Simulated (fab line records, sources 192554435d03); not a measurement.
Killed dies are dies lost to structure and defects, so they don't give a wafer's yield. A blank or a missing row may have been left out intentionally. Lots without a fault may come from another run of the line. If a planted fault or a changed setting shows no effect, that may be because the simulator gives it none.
fab line records ; flow n5-finfet
record lots=4; wafers=12; last-day=18
route steps=1938 shown FIN_SAQP@90 BEOL_M4@1111 PASSIVATION@1936
lots untouched by any fault: they come from a run of this same line in which no faults occurred
start-h: hours from the record's opening day to when the first of the lot's shown wafers began ; wait-h: how many hours have passed since the lot's step before this one ; " unchanged from the row above ; L1.1+2: a single row standing in for several wafers ; - no value present, or no start provided ; * or withheld: withheld ; < > ~ a bound
route shown NAME@n: a module of which the file shows steps, and the number in the route of the first ; usual: the fault-free wafers' mean and standard deviation ; same: alike in all rows ; chamber/n: place in a boat ; sites: per-site readings ; _std_site: the standard deviation of these ; _edge_site: mean of outer sites minus mean of inner sites ; radius-mm: for every site, how far away it sits from the centre of the wafer ; mask NAME#n: copy n ; behind: the most recent tool/chamber to have shaped the wafer ; hold: why the lot went on hold/how many hours it stayed there/how the hold came to an end ; device: the n, p or np transistor that did not switch ; end of line: the tests these same wafers got at the end of their route ; where a step has no rows: the recipe by itself ; killed: dies lost to structure and defects at the first sort, not the wafer's yield ; map: a wafer's dies, x killed, . not, _ none there
set.NAME: the run value of the setting; set.NAME@STEP: its run value at that earlier step ; model.NAME: the simulator's own value behind a step, which no gauge read
lots at some steps of the route; a table a step, a row a wafer
services: when a tool's chamber went out of use (start-h, in hours from the record's first day, below 0 if earlier), for how many hours, and the reason
## steps
# step N5_FIN_SAQP_PRECLEAN_42
# recipe chemistry=O3/DIW; time-s=60; temp-c=22; o3-ppm=10
# step N5_FIN_SAQP_PRECLEAN_00
# recipe chemistry=SC1; time-s=60; temp-c=55; mix=1:2:50
# step N5_FIN_SAQP_PRECLEAN_44
# recipe chemistry=SC2; time-s=45; temp-c=35; mix=1:1:50
# step N5_FIN_SAQP_SRD_01
# recipe dry=ipa-marangoni; time-s=30; temp-c=23; rinse-liquid=diw
# step N5_FIN_SAQP_ALD_61
# recipe material=SiO2; target-thk-a=40; temp-c=300; ald-precursor-family=BDEAS; ald-co-reactant=O2-plasma; pulse-time-s=1; purge-time-s=2; co-reactant-purge-time-s=2; ald-cycles=43; pressure-torr=2
# step N5_FIN_SAQP_DENSIFY_62
# recipe temp-c=700; time-s=60; ambient=N2; idle-temp-c=600; ramp-up-c-per-s=150; ramp-down-c-per-s=60; cool-to-c=600
# step N5_FIN_SAQP_HM_DEP_03
# recipe material=SiNx; target-thk-a=380; temp-c=400; precursor=SiH4/NH3/N2; pressure-torr=1.5; rf-w=300; time-s=33.6
# step N5_FIN_SAQP_PECVD_47
# recipe material=a-Si; target-thk-a=450; temp-c=400; precursor=SiH4/He; pressure-torr=3; rf-w=100; time-s=36.3
# step N5_FIN_SAQP_PECVD_48
# recipe material=SiNx; target-thk-a=250; temp-c=400; precursor=SiH4/NH3/N2; pressure-torr=1.5; rf-w=300; time-s=22.1
# step N5_FIN_SAQP_PECVD_06
# recipe material=a-Si; target-thk-a=600; temp-c=400; precursor=SiH4/He; pressure-torr=3; rf-w=100; time-s=48.1
# usual heater-power-outer-w=513/72; heater-power-w=827/83; showerhead-plenum-p-Torr=5.70/0.055; throttle-valve-pct=17.9/0.69
lot.wafer;tool;chamber;start-h;wait-h;heater-power-outer-w;heater-power-w;showerhead-plenum-p-Torr;throttle-valve-pct
L488.3;pecvd-03;0;75.01;0.0;490;798;5.74;18.6
L488.4;pecvd-03;1;75.01;0.0;557;868;5.65;17.8
L488.5;pecvd-03;0;75.01;0.0;498;798;5.75;18.5
L493.1;pecvd-03;1;104.94;0.0;640;976;5.67;17.7
L493.2;pecvd-03;0;104.94;0.0;492;806;5.73;18.6
L493.4;pecvd-03;1;104.94;0.0;635;987;5.66;17.8
L494.4;pecvd-03;0;111.54;0.0;455;751;5.71;18.3
L494.5;pecvd-03;1;111.54;0.0;642;996;5.66;17.6
L494.6;pecvd-03;2;111.54;0.0;437;765;5.62;17.3
L502.1;pecvd-02;1;158.70;0.0;550;903;5.77;18.4
L502.2;pecvd-02;0;158.70;0.0;427;721;5.73;19.2
L502.4;pecvd-02;1;158.70;0.0;558;914;5.79;18.2
# step N5_FIN_SAQP_THK_MEAS_07
# usual thk-nm=60.1/0.9
lot.wafer;tool;chamber;start-h;wait-h;thk-nm
L488.3;film-metro-02;-;75.10;0.1;58.9
L488.4;film-metro-02;-;75.10;0.1;59.3
L488.5;film-metro-02;-;75.10;0.1;60.2
L493.1;film-metro-01;-;105.03;0.1;50.7
L493.2;film-metro-01;-;105.03;0.1;52.3
L493.4;film-metro-01;-;105.03;0.1;52.0
L494.4;film-metro-02;-;111.60;0.0;52.5
L494.5;film-metro-02;-;111.60;0.0;51.7
L494.6;film-metro-02;-;111.60;0.0;50.9
L502.1;film-metro-02;-;158.79;0.1;59.2
L502.2;film-metro-02;-;158.79;0.1;59.8
L502.4;film-metro-02;-;158.79;0.1;60.5
# step N5_FIN_SAQP_HM_DEP_72
# recipe material=SiO2; target-thk-a=120; temp-c=400; precursor=SiH4/N2O; pressure-torr=0.75; rf-w=275; time-s=7.2
# step N5_FIN_SAQP_COAT_49
# recipe resist=SOC; temp-c=250; time-s=60; spin-rpm=1500; resist-thk-nm=100
# step N5_FIN_SAQP_COAT_50
# recipe resist=SiARC; temp-c=220; time-s=60; spin-rpm=1500; resist-thk-nm=35
# step N5_FIN_SAQP_COAT_10
# recipe resist=CAR-ArF; spin-rpm=1500; resist-thk-nm=90
# step N5_FIN_SAQP_EBR_12
# recipe solvent=PGMEA; ebr-width-mm=1.5
# step N5_FIN_SAQP_SOFTBAKE_11
# recipe temp-c=110; time-s=60; resist=CAR-ArF
# step N5_FIN_SAQP_EXPOSE_13
# recipe mask-id=FIN_CORE; na=1.35; source-shape=dipole; sigma-inner=0.538; sigma-outer=0.738; polarization=te; target-cd-nm=35.6; dose-mj=63.25
# step N5_FIN_SAQP_PEB_14
# recipe peb-temp-c=withheld; peb-time-s=60; resist=CAR-ArF
# step N5_FIN_SAQP_DEVELOP_15
# recipe develop-time-s=30; developer=TMAH; resist=CAR-ArF; dev-temp-c=23; rinse-liquid=diw; dry=air-spin
# step N5_FIN_SAQP_DESCUM_21
# recipe chemistry=O2; time-s=7.9; source-power-w=50; bias-power-w=20; pressure-mtorr=20; rf-frequency-hz=2.712e+07; temp-c=40; resist=CAR-ArF; o2-flow-sccm=225
# step N5_FIN_SAQP_ETCH_51
# recipe chemistry=CF4; target=SiARC; target-depth-a=455; mask-material=CAR-ArF; time-s=75.8; ion-energy-ev=80; pressure-mtorr=40; source-w=545; bias-w=36; Ar_flow_sccm=100; cf4-flow-sccm=100; ends=cleared
# step N5_FIN_SAQP_ETCH_52
# recipe chemistry=N2/H2; target=SOC; target-depth-a=1000; overetch-a=200; mask-material=SiARC; temp-c=40; time-s=150; ion-energy-ev=200; pressure-mtorr=30; source-w=840; bias-w=150; n2-flow-sccm=200; h2-flow-sccm=200; ends=end-point
# step N5_FIN_SAQP_STRIP_53
# recipe chemistry=N2/H2; temp-c=40; n2-flow-sccm=200; h2-flow-sccm=200; rf-frequency-hz=6e+07
# step N5_FIN_SAQP_HM_OPEN_73
# recipe chemistry=CHF3/O2; target=SiO2; stop-on=a-Si; target-depth-a=120; over-etch-frac=1.8; mask-material=SOC; time-s=16.8; pressure-mtorr=30; source-w=650; bias-w=170; Ar_flow_sccm=200; CHF3_flow_sccm=50; O2_flow_sccm=5; ion-energy-ev=200; ends=end-point
# step N5_FIN_SAQP_STRIP_74
# recipe chemistry=CHF3/O2; resist=SiARC; rf-frequency-hz=6e+07
# step N5_FIN_SAQP_MANDREL_ETCH_22
# recipe target-depth-a=600; chemistry=HBr/Cl2; target=a-Si; stop-on=SiNx; bt-time-s=10; over-etch-frac=0.5; time-s=30; pressure-mtorr=10; icp-w=800; bias-w=75; HBr_flow_sccm=150; Cl2_flow_sccm=80; ends=end-point
# usual drypump-motor-current-A=5.9/0.41; he-backside-leak-sccm=2.8/0.35; oes-product-au=0.770/0.016; throttle-valve-pct=35.3/0.4
lot.wafer;tool;chamber;start-h;wait-h;drypump-motor-current-A;he-backside-leak-sccm;oes-product-au;rf-hours-counter-h;throttle-valve-pct
L488.3;rie-si-05;1;76.05;0.0;6.4;2.4;0.763;98;35.1
L488.4;rie-si-05;0;76.05;0.0;5.7;2.4;0.786;11;35.7
L488.5;rie-si-05;0;76.05;0.0;5.6;2.6;0.795;-;35.6
L493.1;rie-si-04;0;105.89;0.0;5.7;2.7;0.700;18;35.0
L493.2;rie-si-04;2;105.89;0.0;5.2;2.5;0.734;9;35.8
L493.4;rie-si-04;1;105.89;0.0;5.4;2.8;0.720;105;35.6
L494.4;rie-si-04;0;112.46;0.0;5.7;2.8;0.722;19;34.9
L494.5;rie-si-04;0;112.46;0.0;5.7;2.8;0.696;-;35.0
L494.6;rie-si-04;3;112.46;0.0;6.4;3.6;0.667;-;34.8
L502.1;rie-si-04;2;159.66;0.0;5.2;2.4;0.790;10;35.6
L502.2;rie-si-04;1;159.66;0.0;5.4;2.7;0.787;106;35.5
L502.4;rie-si-04;0;159.66;0.0;5.7;2.7;0.783;20;34.8
# step N5_FIN_SAQP_STRIP_55
# recipe chemistry=N2/H2; power-w=500; temp-c=40; pressure-mtorr=50; rf-frequency-hz=6e+07; overash-fraction=0.3; bias-power-w=28; h2-frac=0.5; n2-flow-sccm=300; h2-flow-sccm=300
# step N5_BEOL_M4_RC_MEAS_101
# usual DIBL_N=36.4/1.7; DIBL_P=36.4/2.1; IOFF_N=0.16/0.035; IOFF_P=0.21/0.035; ION_N=680/11; ION_P=465/6.8; SS_N=71.5/0.58; SS_P=73.2/0.72; VT_N=249/3.6; VT_P=-250/3.1
lot.wafer;tool;chamber;start-h;wait-h;DIBL_N[mV/V];DIBL_P[mV/V];IOFF_N[nA/um];IOFF_P[nA/um];ION_N[uA/um];ION_P[uA/um];SS_N[mV/dec];SS_P[mV/dec];VT_N[mV];VT_P[mV]
L488.3;prober-02;0;218.54;0.3;38.2;38.6;0.18;0.22;677;457;72.4;73.4;249;-249
L488.4;prober-02;0;218.54;0.3;38.6;40.2;0.20;0.25;690;474;72.3;74.0;245;-248
L488.5;prober-02;0;218.54;0.3;37.3;37.8;0.16;0.21;680;465;71.6;73.6;254;-251
L493.1;prober-01;0;256.36;0.0;38.0;39.4;0.18;0.23;689;468;71.3;74.0;247;-252
L493.2;prober-01;0;256.36;0.0;36.8;37.1;0.15;0.18;663;451;71.1;73.1;253;-254
L493.4;prober-01;0;256.36;0.0;35.9;36.7;0.14;0.18;674;464;70.7;73.3;251;-253
L494.4;prober-02;0;261.21;0.5;31.2;31.1;0.10;0.14;662;459;70.3;71.5;254;-257
L494.5;prober-02;0;261.21;0.5;33.8;34.0;0.12;0.16;668;455;70.9;72.2;253;-256
L494.6;prober-02;0;261.21;0.5;33.3;34.3;0.13;0.17;671;464;70.7;72.3;251;-252
L502.1;prober-01;0;309.46;0.0;37.1;37.3;0.17;0.24;685;471;71.3;73.8;249;-247
L502.2;prober-01;0;309.46;0.0;37.0;36.5;0.16;0.23;674;461;71.4;73.7;250;-248
L502.4;prober-01;0;309.46;0.0;36.6;35.0;0.15;0.21;668;462;71.9;73.1;251;-250
# step N5_PASSIVATION_PROBE_49
# usual defect-limited-yield=91.3/1.4; killed_at_M0_to_M3=36/11; killed_at_M4_up=13/5.2; killed-at-contacts=13/6.5; killed-at-front-end=37/11; killed-at-other=3.6/2.9; killed-dies=103/17; killed-open=68/12; killed-short=33/7.3; sort_bin_5_function=5.2/0.91; sort_bin_6_memory=3.2/0.67; sort-n-pass=1077/17; sort-yield-pct=91.3/1.4
# same gross-dies=1180; killed-at-back-side=0; sort_bin_4_leakage[%]=0; sort_bin_8_speed[%]=0
lot.wafer;tool;chamber;start-h;wait-h;defect-limited-yield[%];killed_at_M0_to_M3;killed_at_M4_up;killed-at-contacts;killed-at-front-end;killed-at-other;killed-dies;killed-open;killed-short;sort_bin_5_function[%];sort_bin_6_memory[%];sort-n-pass;sort-yield-pct[%]
L488.3;prober-01;-;333.03;0.1;90.4;40;14;6;50;3;113;68;42;5.8;3.5;1067;90.4
L488.4;prober-01;-;333.08;0.2;90.4;40;20;12;36;5;113;79;32;5.4;3.7;1067;90.4
L488.5;prober-01;-;333.13;0.2;91.0;36;14;10;36;10;106;72;34;5.2;3.6;1074;91.0
L493.1;prober-01;-;367.10;0.0;91.5;26;28;6;35;5;100;57;41;5.1;3.1;1080;91.5
L493.2;prober-01;-;367.15;0.1;94.2;11;14;13;31;0;69;38;29;3.9;1.6;1111;94.2
L493.4;prober-01;-;367.25;0.2;90.5;36;19;22;31;4;112;74;37;6.6;2.6;1068;90.5
L494.4;prober-02;-;367.27;0.2;90.4;32;22;10;39;10;113;77;35;5.7;3.5;1067;90.4
L494.5;prober-02;-;367.32;0.2;92.4;27;17;15;23;8;90;66;23;5.0;2.5;1090;92.4
L494.6;prober-02;-;367.37;0.3;90.8;31;21;16;38;2;108;79;29;5.2;3.6;1072;90.8
L502.1;prober-01;-;427.29;0.0;92.1;12;14;20;45;2;93;61;28;5.4;2.3;1087;92.1
L502.2;prober-01;-;427.34;0.1;90.0;27;10;10;71;0;118;79;39;7.0;2.8;1062;90.0
L502.4;prober-01;-;427.44;0.2;90.4;25;16;20;51;1;113;74;37;5.7;3.7;1067;90.4
# killed by level:class
L488.3 BEOL_M2:geometric-particle:open=10 STI_FIN_REVEAL:geometric-particle:open=8 ILD0:geometric-particle:open=8 BEOL_M0_SAQP:geometric-particle:open=7 ILD0:geometric-particle:short=7 BEOL_M0_SAQP:geometric-particle:short=7 STI_FIN_REVEAL:geometric-particle:short=6 BEOL_M1:geometric-particle:open=6
L488.4 FIN_SAQP:geometric-particle:open=15 BEOL_M0_SAQP:geometric-particle:short=12 BEOL_M0_SAQP:geometric-particle:open=11 MOL_CONTACT_COAG:geometric-particle:open=10 BEOL_M2:geometric-particle:open=10 BEOL_M5:geometric-particle:open=8 FIN_SAQP:geometric-particle:short=5 STI_FIN_REVEAL:geometric-particle:open=5
L488.5 FIN_SAQP:geometric-particle:open=10 MOL_CONTACT_COAG:geometric-particle:open=9 BEOL_M3:geometric-particle:open=9 FIN_SAQP:geometric-particle:short=8 BEOL_M0_SAQP:geometric-particle:open=8 GATE_CUT:geometric-particle:short=7 BEOL_M0_SAQP:geometric-particle:short=6 BEOL_M4:geometric-particle:open=6
L493.1 BEOL_M4:geometric-particle:open=19 FIN_SAQP:geometric-particle:short=8 BEOL_M0_SAQP:geometric-particle:short=8 ILD0:geometric-particle:short=7 FIN_SAQP:geometric-particle:open=6 MOL_CONTACT_COAG:geometric-particle:open=6 BEOL_M0_SAQP:geometric-particle:open=6 STARTING-WAFER:geometric-particle:short=5
L493.2 MOL_CONTACT_COAG:geometric-particle:open=11 ILD0:geometric-particle:short=8 BEOL_M4:geometric-particle:open=8 FIN_SAQP:geometric-particle:short=7 FIN_SAQP:geometric-particle:open=4 STI_FIN_REVEAL:geometric-particle:open=4 BEOL_M0_SAQP:geometric-particle:short=3 FIN_CUT:geometric-particle:short=2
L493.4 MOL_CONTACT_COAG:geometric-particle:open=16 BEOL_M4:geometric-particle:open=11 BEOL_M0_SAQP:geometric-particle:open=8 BEOL_M2:geometric-particle:open=8 BEOL_M0_SAQP:geometric-particle:short=7 BEOL_M1:geometric-particle:open=7 ILD0:geometric-particle:open=6 MOL_CONTACT_COAG:geometric-particle:short=6
L494.4 FIN_SAQP:geometric-particle:open=12 FIN_SAQP:geometric-particle:short=7 MOL_CONTACT_COAG:geometric-particle:open=7 BEOL_M1:geometric-particle:open=7 BEOL_M5:geometric-particle:open=7 BEOL_M0_SAQP:geometric-particle:open=5 BEOL_M2:geometric-particle:open=5 BEOL_M4:geometric-particle:open=5
L494.5 MOL_CONTACT_COAG:geometric-particle:open=12 BEOL_M1:geometric-particle:open=9 BEOL_M0_SAQP:geometric-particle:open=6 BEOL_M4:geometric-particle:open=6 BEOL_M2:geometric-particle:open=5 DUMMY_GATE:geometric-particle:open=4 BEOL_M5:geometric-particle:open=4 FIN_SAQP:geometric-particle:open=3
L494.6 MOL_CONTACT_COAG:geometric-particle:open=12 FIN_SAQP:geometric-particle:open=10 BEOL_M0_SAQP:geometric-particle:open=7 DUMMY_GATE:geometric-particle:open=7 BEOL_M0_SAQP:geometric-particle:short=7 BEOL_M1:geometric-particle:open=7 STI_FIN_REVEAL:geometric-particle:open=6 BEOL_M4:geometric-particle:open=6
L502.1 MOL_CONTACT_COAG:geometric-particle:open=17 FIN_SAQP:geometric-particle:short=10 FIN_SAQP:geometric-particle:open=8 STI_FIN_REVEAL:geometric-particle:open=8 DUMMY_GATE:geometric-particle:open=4 BEOL_M4:geometric-particle:open=4 ILD0:geometric-particle:open=3 GATE_CUT:geometric-particle:short=3
L502.2 FIN_SAQP:geometric-particle:open=15 FIN_SAQP:geometric-particle:short=12 STI_FIN_REVEAL:geometric-particle:open=11 DUMMY_GATE:geometric-particle:open=11 BEOL_M1:geometric-particle:open=9 GATE_CUT:geometric-particle:short=7 MOL_CONTACT_COAG:geometric-particle:open=7 BEOL_M0_SAQP:geometric-particle:open=6
L502.4 MOL_CONTACT_COAG:geometric-particle:open=17 FIN_SAQP:geometric-particle:open=12 FIN_SAQP:geometric-particle:short=10 BEOL_M2:geometric-particle:open=9 GATE_CUT:geometric-particle:short=7 STI_FIN_REVEAL:geometric-particle:open=6 BEOL_M3:geometric-particle:open=5 BEOL_M5:geometric-particle:open=5
## services
tool;chamber;start-h;hours;kind
pecvd-02;-;58.53;2.0;repair
rie-si-05;1;64.42;5.7;repair
pecvd-02;0;67.38;5.5;scheduled-down
pecvd-02;2;75.54;16.5;scheduled-down
pecvd-03;-;76.60;0.6;repair
rie-si-04;0;99.87;2.3;repair
rie-si-04;-;104.26;0.3;repair
rie-si-04;-;106.19;1.4;repair
pecvd-03;-;119.53;1.7;repair
pecvd-03;1;147.54;5.5;scheduled-down
pecvd-02;-;151.87;5.5;pm
## key
first-sign step=N5_FIN_SAQP_THK_MEAS_07; reading=thk-nm; direction=down; sigmas=9.4; usual=*; struck=*
effect step=N5_FIN_SAQP_MANDREL_ETCH_22; reading=oes-product-au; direction=down; sigmas=3.9; usual=0.770; struck=0.706
met-at N5_FIN_SAQP_PECVD_06
struck-wafers L493.1,L493.2,L493.4,L494.4,L494.5,L494.6
onset-between 75.01 104.94
fault kind=site-profile-drift; tool=pecvd-03; chamber=-; onset-h=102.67; steps=N5_FIN_SAQP_PECVD_06; basis=fraction; max-abs-drift=0.32126; slope-share-per-hr=71.391; site-pattern=0,0,0,0,0,-1,-1,-1,-1
